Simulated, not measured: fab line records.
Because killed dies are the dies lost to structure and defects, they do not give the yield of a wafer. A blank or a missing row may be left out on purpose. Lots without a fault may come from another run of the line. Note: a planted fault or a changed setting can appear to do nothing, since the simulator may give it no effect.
A lot that was struck, set against a sound lot :: flow n5-finfet :: 16 out of 1938 route steps
Sound: these wafers, L155.1, L155.3, L155.6. Wafers struck: L149.2, L149.4, L149.5. The cause is given at the end.
Per side, at each step with rows, come the tool, then ch with its chambers, and then its first start. Under that, the readings that differ: sound wafers :: struck wafers :: difference of the means :: sigmas: that difference in standard deviations of wafers without a fault.
alike: a reading whose means differ by less than 2 such deviations, as well as words and numbers matching on both sides. not compared: withheld readings; readings where some wafer has no value; bounds like >300 that might hide an equal value; numbers whose values overlap and for which the record gives no deviation.
The two part at a step that has a row with sigmas, a row that says differs or no value, or rows on one side only. When numbers do not overlap yet have no deviation, they are printed without sigmas and do not part them. A reading missing from all wafers of one side parts the sides only when that side holds two or more wafers.

first, 1 step without rows for these wafers: N5_SD_EPI_P_STRIP_38 (strips in N2/H2).
N5_SD_EPI_P_ETCHBACK_46: etches SiNx in CH3F/O2, stops on SiO2, target depth 17.5 nm.
  sound on rie-diel-06 ch 0,1, day 7 23:41; struck on rie-diel-04 ch 0,1, day 6 18:19
  alike: bias-w, drypump-motor-current-A, oes_f_703_au, oes-product-au, rf-vpp-V, showerhead-plenum-p-Torr, throttle-valve-pct
  not compared: rf-hours-counter-h
N5_SD_EPI_P_ETCH_47: etches SiOCN in CH3F/O2, target depth 25 nm.
  sound on rie-diel-06 ch 0,1, day 7 23:47; struck on rie-diel-04 ch 0,1, day 6 18:25
  alike: bias-w, drypump-motor-current-A, oes_f_703_au, oes-product-au, rf-vpp-V, showerhead-plenum-p-Torr, throttle-valve-pct
  not compared: rf-hours-counter-h
N5_SD_EPI_P_ETCH_16: etches SiO2 in CHF3/O2, target depth 5 nm.
  sound on rie-diel-06 ch 0,1, day 7 23:53; struck on rie-diel-04 ch 0,1, day 6 18:31
  alike: bias-w, drypump-motor-current-A, oes_f_703_au, oes-product-au, rf-vpp-V, showerhead-plenum-p-Torr, throttle-valve-pct
  not compared: rf-hours-counter-h
then, 1 step without rows for these wafers: N5_SD_EPI_P_STRIP_50 (strips in CHF3/O2).
N5_SD_EPI_P_SD_RECESS_17: chemistry HBr/Cl2/O2, target depth 39.1 nm, bt time 3 s.
  sound on rie-si-02 ch 0,2,3, day 7 23:58; struck on rie-si-02 ch 0,2, day 6 18:35
  alike: bias-w, drypump-motor-current-A, he-backside-leak-sccm, oes-product-au, throttle-valve-pct
  not compared: rf-hours-counter-h
then, 1 step without rows for these wafers: N5_SD_EPI_P_WET_ETCH_45 (etches SiO2 in dHF, time 10.7 s, target depth 2 nm, rinse time 30 s).
N5_SD_EPI_P_STRIP_40: strips in N2/H2.
  sound on plasma-asher-01 ch 0,1, day 8 00:06; struck on plasma-asher-01 ch 0,1, day 6 18:44
  alike: drypump-motor-current-A, heater-power-w, oes-product-au
  not compared: rf-hours-counter-h
then, 4 steps without rows for these wafers: N5_SD_EPI_P_PRECLEAN_52 (cleans in O3/DIW, time 60 s); N5_SD_EPI_P_SRD_20 (time 30 s); N5_SD_EPI_P_PRECLEAN_51 (cleans in NF3:NH3, afs cycles 1, time 20 s, sublimation time 60 s); N5_SD_EPI_P_VAPOR_ETCH_44 (etches SiGe30 in NF3/Ar, time 3.3 s).
N5_SD_EPI_P_EPI_21: deposits SiGe:B, time 355 s.
  sound on epi-rpcvd-02 ch 0, day 8 00:37; struck on epi-rpcvd-04 ch 0, day 6 19:51
  alike: chamber-pressure-Torr
N5_SD_EPI_P_EPI_MEAS_23:
  sound: film-metro-02 at day 8 02:50; struck: film-metro-02 at day 6 22:17
reading: thk-nm (nm)
sound: 60.3 61.6 60.3
struck: 55.6 56.0 55.5
difference: -5.0
sigmas: -4
then, 1 step without rows for these wafers: N5_SD_EPI_P_HM_STRIP_48 (strips SiNx in H3PO4, material SiNx, target depth 3 nm).
-- the record jumps here: 5 days lie between the struck wafers' starts before and after (it left off in module SD_EPI_P and takes up again in module BEOL_M4, whose first step shown is number 1111 of the route) --
N5_BEOL_M4_RC_MEAS_101:
  sound on prober-01 ch 0, day 13 23:19; struck on prober-01 ch 0, day 11 20:25
  alike: DIBL_N, DIBL_P, IOFF_N, IOFF_P, ION_N, ION_P, SS_N, SS_P, VT_N, VT_P

WHERE THEY PART
Only at N5_SD_EPI_P_EPI_MEAS_23, as far as this record shows. Later steps at which nothing parts them and some readings are alike: N5_BEOL_M4_RC_MEAS_101.

WHY: the cause the simulator had injected
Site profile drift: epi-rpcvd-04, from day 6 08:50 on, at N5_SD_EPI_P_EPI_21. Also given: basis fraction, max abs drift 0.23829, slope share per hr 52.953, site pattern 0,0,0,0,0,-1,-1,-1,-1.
